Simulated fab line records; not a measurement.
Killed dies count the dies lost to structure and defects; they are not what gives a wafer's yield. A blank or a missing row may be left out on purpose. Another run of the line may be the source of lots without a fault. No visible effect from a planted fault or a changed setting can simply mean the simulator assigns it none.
Which of the tools did it? | flow nandHarc | Sampling: 14 lots, 42 wafers, 5 of 1302 route steps

WHAT THE GAUGES READ, wafer by wafer
NHARC_A_ONON_D2_THK_MEAS_11: measures by ellipsometry. Usual: thkNm 999 nm, standard deviation 12.
lot  | measured     | on           | thkNm (nm)     | flag
L464 | day 12 08:40 | filmMetro-01 | 982 983 984    | 
L466 | day 13 04:36 | filmMetro-02 | 1000 999 1001  | 
L465 | day 13 07:25 | filmMetro-02 | 995 994 994    | 
L474 | day 16 14:14 | filmMetro-01 | 1002 1000 999  | 
L475 | day 17 03:33 | filmMetro-01 | 1003 1001 1004 | 
L478 | day 18 07:48 | filmMetro-02 | 1011 1013 1012 | 
L481 | day 19 06:26 | filmMetro-01 | 983 983 980    | 
L480 | day 19 06:28 | filmMetro-02 | 1004 1003 1003 | 
L483 | day 20 06:05 | filmMetro-02 | 1009 1008 1008 | 
L482 | day 20 06:01 | filmMetro-01 | 1011 1010 1010 | 
L485 | day 20 22:14 | filmMetro-02 | 1007 1005 1005 | 
L484 | day 21 21:23 | filmMetro-02 | 996 997 996    | 
L486 | day 22 07:53 | filmMetro-02 | 999 999 999    | 
L487 | day 22 08:05 | filmMetro-01 | 1018 1016 1019 | 

NHARC_A_ONON_D2_THK_MEAS_18: measures by ellipsometry. Usual: thkNm 997 nm, standard deviation 9.1.
lot  | measured     | on           | thkNm (nm)     | flag
L464 | day 12 17:05 | filmMetro-01 | 998 998 999    | 
L466 | day 13 13:10 | filmMetro-02 | 1001 1001 1001 | 
L465 | day 13 13:10 | filmMetro-02 | 982 982 981    | 
L474 | day 16 22:47 | filmMetro-01 | 861 1002 861   | OFF
L475 | day 17 11:46 | filmMetro-02 | 993 993 852    | OFF
L478 | day 18 16:43 | filmMetro-02 | 1005 1005 1004 | 
L481 | day 19 15:00 | filmMetro-02 | 1006 1007 1007 | 
L480 | day 19 15:00 | filmMetro-01 | 976 977 977    | 
L483 | day 20 14:26 | filmMetro-01 | 1003 1003 1004 | 
L482 | day 20 14:26 | filmMetro-02 | 1015 1016 1018 | 
L485 | day 21 06:09 | filmMetro-01 | 1000 1000 1000 | 
L484 | day 22 06:02 | filmMetro-01 | 1011 1009 1009 | 
L486 | day 22 16:10 | filmMetro-01 | 1006 1006 1003 | 
L487 | day 22 16:11 | filmMetro-02 | 998 1002 998   | 

NHARC_END_SORT_01. Usual: killedAtArray 62, standard deviation 16; killedAtOther 0.8, standard deviation 1.1; killedAtPeriphery 4, standard deviation 3.2; killedDies 67, standard deviation 16; killedOpen 3.5, standard deviation 1.9; killedShort 2.1, standard deviation 1.5.
lot  | measured     | on        | killedAtArray | killedAtOther | killedAtPeriphery | killedDies | killedOpen | killedShort | flag
L474 | day 28 02:01 | prober-02 | 671 51 672    | 1 1 2         | 5 5 3             | 677 57 677 | 3 0 2      | 3 2 2       | OFF
L475 | day 29 09:35 | prober-01 | 44 53 669     | 2 0 0         | 3 10 8            | 49 63 677  | 1 3 2      | 2 2 0       | OFF

TOOL THAT RAN EACH LOT (tool first, then ch and the chambers of the sampled wafers, then the start)
lot  | NHARC_A_DECK1_JOINT_CMP_02    | NHARC_A_ONON_D2_DEP_16
L464 | cmp-04 ch 2,3, day 12 05:19   | pecvdOnon-02 ch 0, day 12 16:38
L466 | cmp-04 ch 1,2, day 13 01:38   | pecvdOnon-02 ch 0, day 13 12:49
L465 | cmp-04 ch 0,1,3, day 13 04:26 | pecvdOnon-04 ch 0, day 13 12:39
L474 | cmp-03 ch 0,1, day 16 11:05   | pecvdOnon-02 ch 0, day 16 22:20
L475 | cmp-03 ch 2,3, day 17 00:28   | pecvdOnon-02 ch 0, day 17 11:22
L478 | cmp-01 ch 0,2, day 18 04:41   | pecvdOnon-01 ch 0, day 18 16:15
L481 | cmp-03 ch 1,2,3, day 19 03:28 | pecvdOnon-02 ch 0, day 19 14:32
L480 | cmp-01 ch 0,2, day 19 03:30   | pecvdOnon-01 ch 0, day 19 14:29
L483 | cmp-04 ch 0,2,3, day 20 03:04 | pecvdOnon-02 ch 0, day 20 13:55
L482 | cmp-01 ch 0,2,3, day 20 03:05 | pecvdOnon-04 ch 0, day 20 14:02
L485 | cmp-01 ch 0,1,3, day 20 19:16 | pecvdOnon-02 ch 0, day 21 05:38
L484 | cmp-03 ch 1,2,3, day 21 18:29 | pecvdOnon-04 ch 0, day 22 05:35
L486 | cmp-03 ch 2,3, day 22 04:55   | pecvdOnon-02 ch 0, day 22 15:43
L487 | cmp-01 ch 1,2,3, day 22 04:55 | pecvdOnon-04 ch 0, day 22 15:43
- NHARC_A_DECK1_JOINT_CMP_02: polishes SiOx.
- NHARC_A_ONON_D2_DEP_16: target thk 1000 nm.

AS READ BY THE TOOLS THEMSELVES (means over the sampled wafers that have a number; for cases with no such wafer, the mark the record gives instead)
NHARC_A_DECK1_JOINT_CMP_02. Usual: motorCurrentA 11.8 A, standard deviation 1.2.
lot  | tool   | motorCurrentA (A) | flag
L464 | cmp-04 | 10.7              | 
L466 | cmp-04 | 10.9              | 
L465 | cmp-04 | 11.3              | 
L474 | cmp-03 | 12.1              | 
L475 | cmp-03 | 10.9              | 
L478 | cmp-01 | 13.4              | 
L481 | cmp-03 | 11.4              | 
L480 | cmp-01 | 13.3              | 
L483 | cmp-04 | 11.3              | 
L482 | cmp-01 | 13.5              | 
L485 | cmp-01 | 12.4              | 
L484 | cmp-03 | 11.2              | 
L486 | cmp-03 | 11.5              | 
L487 | cmp-01 | 12.4              | 

THE ANSWER, worked out from the rows above alone
Rule: take the mean of a lot's wafers that have a number; if it is more than 3 standard deviations from the usual mean, the lot is off. Also off: a lot with no number at a reading for which 4 or more lots have one. Where the step has rows for the other lots, those lots are counted as sound. Order of review: gauges by route order, followed by the tools' own readings, for which a lot's mean as printed above is used. At the first step where some lot is off, the reading lying furthest off is the one used; lots without a number count as furthest.
Off at NHARC_A_ONON_D2_THK_MEAS_18 (thkNm): L474, L475.
A tool fits if, at a process step before that reading, it ran every lot that is off, and no sound lot after the first of them. The gauges at NHARC_A_ONON_D2_THK_MEAS_18 aren't tried: what is off there is off at NHARC_END_SORT_01 too, on other tools, and a gauge's error can't cause that. Not one of the candidates tried fits.

WHAT THE SIMULATOR HAD INSERTED
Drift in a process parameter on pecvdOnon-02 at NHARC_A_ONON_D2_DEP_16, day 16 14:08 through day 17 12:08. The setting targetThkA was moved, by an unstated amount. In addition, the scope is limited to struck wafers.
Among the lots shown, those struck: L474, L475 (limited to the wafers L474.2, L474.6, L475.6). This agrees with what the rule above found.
